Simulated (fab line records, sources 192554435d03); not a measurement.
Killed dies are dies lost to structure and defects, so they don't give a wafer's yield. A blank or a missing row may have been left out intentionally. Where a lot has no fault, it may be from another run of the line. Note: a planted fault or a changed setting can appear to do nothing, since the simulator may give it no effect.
Split-lot study :: flow n5 finfet :: 39 wafers read across 7 lots, on a route 1938 steps long

THE SPLIT
At N5_DUMMY_GATE_EXPOSE_12 (exposes mask GATE, target cd 25 nm), the setting dose mj was moved away from the recipe's 34 on 12 of the 39 wafers read, by -5.0% to +5.6%. This setting was run at the recipe's value on the other wafers.

FROM THE SPLIT TO THE READING: what the file shows between them, 2 steps
- N5_DUMMY_GATE_PEB_13: peb time 60 s
- N5_DUMMY_GATE_DEVELOP_14: develop time 30 s

THE READING
cd nm, in nm, at N5_DUMMY_GATE_CD_MEAS_15 (target cd 25.8 nm). Fault-free wafers of this fab line usually give 24.90 nm, standard deviation 0.22 nm.

wafer: L074.1
tool, chamber at the split: euv scanner-02, 0
dose mj as run: 34
against the recipe: recipe
cd nm, nm: 24.90
against lot-mates on the recipe: -

wafer: L074.2
tool, chamber at the split: euv scanner-02, 0
dose mj as run: 34
against the recipe: recipe
cd nm, nm: 24.88
against lot-mates on the recipe: -

wafer: L074.3
tool, chamber at the split: euv scanner-02, 0
dose mj as run: 34
against the recipe: recipe
cd nm, nm: 24.99
against lot-mates on the recipe: -

wafer: L074.4
tool, chamber at the split: euv scanner-02, 0
dose mj as run: 34
against the recipe: recipe
cd nm, nm: 24.65
against lot-mates on the recipe: -

wafer: L074.5
tool, chamber at the split: euv scanner-02, 0
dose mj as run: 34
against the recipe: recipe
cd nm, nm: 25.04
against lot-mates on the recipe: -

wafer: L074.6
tool, chamber at the split: euv scanner-02, 0
dose mj as run: 34
against the recipe: recipe
cd nm, nm: 25.00
against lot-mates on the recipe: -

wafer: L081.1
tool, chamber at the split: euv scanner-02, 0
dose mj as run: 34
against the recipe: recipe
cd nm, nm: 24.95
against lot-mates on the recipe: -

wafer: L081.2
tool, chamber at the split: euv scanner-02, 0
dose mj as run: 34
against the recipe: recipe
cd nm, nm: 24.67
against lot-mates on the recipe: -

wafer: L081.3
tool, chamber at the split: euv scanner-02, 0
dose mj as run: 34
against the recipe: recipe
cd nm, nm: 25.05
against lot-mates on the recipe: -

wafer: L081.4
tool, chamber at the split: euv scanner-02, 0
dose mj as run: 34
against the recipe: recipe
cd nm, nm: 25.25
against lot-mates on the recipe: -

wafer: L081.5
tool, chamber at the split: euv scanner-02, 0
dose mj as run: 34
against the recipe: recipe
cd nm, nm: 24.80
against lot-mates on the recipe: -

wafer: L081.6
tool, chamber at the split: euv scanner-02, 0
dose mj as run: 34
against the recipe: recipe
cd nm, nm: 24.64
against lot-mates on the recipe: -

wafer: L085.1
tool, chamber at the split: euv scanner-01, 0
dose mj as run: 34
against the recipe: recipe
cd nm, nm: 24.99
against lot-mates on the recipe: -

wafer: L085.2
tool, chamber at the split: euv scanner-01, 0
dose mj as run: 34
against the recipe: recipe
cd nm, nm: 24.92
against lot-mates on the recipe: -

wafer: L085.3
tool, chamber at the split: euv scanner-01, 0
dose mj as run: 34
against the recipe: recipe
cd nm, nm: 24.67
against lot-mates on the recipe: -

wafer: L085.4
tool, chamber at the split: euv scanner-01, 0
dose mj as run: 35.9
against the recipe: +5.6%
cd nm, nm: 23.72
against lot-mates on the recipe: -1.14

wafer: L085.5
tool, chamber at the split: euv scanner-01, 0
dose mj as run: 35.9
against the recipe: +5.6%
cd nm, nm: 23.99
against lot-mates on the recipe: -0.87

wafer: L085.6
tool, chamber at the split: euv scanner-01, 0
dose mj as run: 35.9
against the recipe: +5.6%
cd nm, nm: 23.74
against lot-mates on the recipe: -1.12

wafer: L089.1
tool, chamber at the split: euv scanner-02, 0
dose mj as run: 34
against the recipe: recipe
cd nm, nm: 25.16
against lot-mates on the recipe: -

wafer: L089.2
tool, chamber at the split: euv scanner-02, 0
dose mj as run: 34
against the recipe: recipe
cd nm, nm: 24.91
against lot-mates on the recipe: -

wafer: L089.3
tool, chamber at the split: euv scanner-02, 0
dose mj as run: 32.43
against the recipe: -4.6%
cd nm, nm: 26.04
against lot-mates on the recipe: +0.93

wafer: L089.4
tool, chamber at the split: euv scanner-02, 0
dose mj as run: 32.43
against the recipe: -4.6%
cd nm, nm: 26.13
against lot-mates on the recipe: +1.02

wafer: L089.5
tool, chamber at the split: euv scanner-02, 0
dose mj as run: 34
against the recipe: recipe
cd nm, nm: 25.25
against lot-mates on the recipe: -

wafer: L089.6
tool, chamber at the split: euv scanner-02, 0
dose mj as run: 32.43
against the recipe: -4.6%
cd nm, nm: 25.86
against lot-mates on the recipe: +0.75

wafer: L090.2
tool, chamber at the split: euv scanner-01, 0
dose mj as run: 34
against the recipe: recipe
cd nm, nm: 24.68
against lot-mates on the recipe: -

wafer: L090.3
tool, chamber at the split: euv scanner-01, 0
dose mj as run: 34
against the recipe: recipe
cd nm, nm: 25.10
against lot-mates on the recipe: -

wafer: L090.4
tool, chamber at the split: euv scanner-01, 0
dose mj as run: 34
against the recipe: recipe
cd nm, nm: 24.92
against lot-mates on the recipe: -

wafer: L094.1
tool, chamber at the split: euv scanner-01, 0
dose mj as run: 32.29
against the recipe: -5.0%
cd nm, nm: 25.72
against lot-mates on the recipe: +0.73

wafer: L094.2
tool, chamber at the split: euv scanner-01, 0
dose mj as run: 34
against the recipe: recipe
cd nm, nm: 25.02
against lot-mates on the recipe: -

wafer: L094.3
tool, chamber at the split: euv scanner-01, 0
dose mj as run: 32.29
against the recipe: -5.0%
cd nm, nm: 25.65
against lot-mates on the recipe: +0.66

wafer: L094.4
tool, chamber at the split: euv scanner-01, 0
dose mj as run: 34
against the recipe: recipe
cd nm, nm: 25.10
against lot-mates on the recipe: -

wafer: L094.5
tool, chamber at the split: euv scanner-01, 0
dose mj as run: 32.29
against the recipe: -5.0%
cd nm, nm: 25.75
against lot-mates on the recipe: +0.76

wafer: L094.6
tool, chamber at the split: euv scanner-01, 0
dose mj as run: 34
against the recipe: recipe
cd nm, nm: 24.85
against lot-mates on the recipe: -

wafer: L095.1
tool, chamber at the split: euv scanner-02, 0
dose mj as run: 34
against the recipe: recipe
cd nm, nm: 24.86
against lot-mates on the recipe: -

wafer: L095.2
tool, chamber at the split: euv scanner-02, 0
dose mj as run: 34.71
against the recipe: +2.1%
cd nm, nm: 24.50
against lot-mates on the recipe: -0.51

wafer: L095.3
tool, chamber at the split: euv scanner-02, 0
dose mj as run: 34.71
against the recipe: +2.1%
cd nm, nm: 24.47
against lot-mates on the recipe: -0.54

wafer: L095.4
tool, chamber at the split: euv scanner-02, 0
dose mj as run: 34
against the recipe: recipe
cd nm, nm: 24.99
against lot-mates on the recipe: -

wafer: L095.5
tool, chamber at the split: euv scanner-02, 0
dose mj as run: 34
against the recipe: recipe
cd nm, nm: 25.18
against lot-mates on the recipe: -

wafer: L095.6
tool, chamber at the split: euv scanner-02, 0
dose mj as run: 34.71
against the recipe: +2.1%
cd nm, nm: 24.49
against lot-mates on the recipe: -0.52

FIT RESULTS
A straight line over all 39 wafers: cd nm changes by -0.195 nm for each +1% of dose mj; r = -0.94; the points scatter about the line by 0.18 nm.
The same after taking each lot's own level away (the mean of its wafers on the recipe; 39 wafers): -0.179 nm for each +1%; r = -0.95; scatter 0.16 nm.
Per that fit: largest dose mj move, reading shift of 1 nm.
Across the lots, their own levels run from 24.860 to 25.107 nm, a range of 1.1 times the standard deviation given above.
The two slopes are in agreement: the lot-to-lot level therefore moves the slope only a little.
Check: -1 nm against its lot-mates is what the line predicts for one of the wafers moved furthest among these (+5.6%) when that wafer is left out of the fit. Against them it came out at -1.14 nm.

THE FILE'S OWN FIT
cd nm changes by -0.178 nm for each +1% of dose mj, r = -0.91.
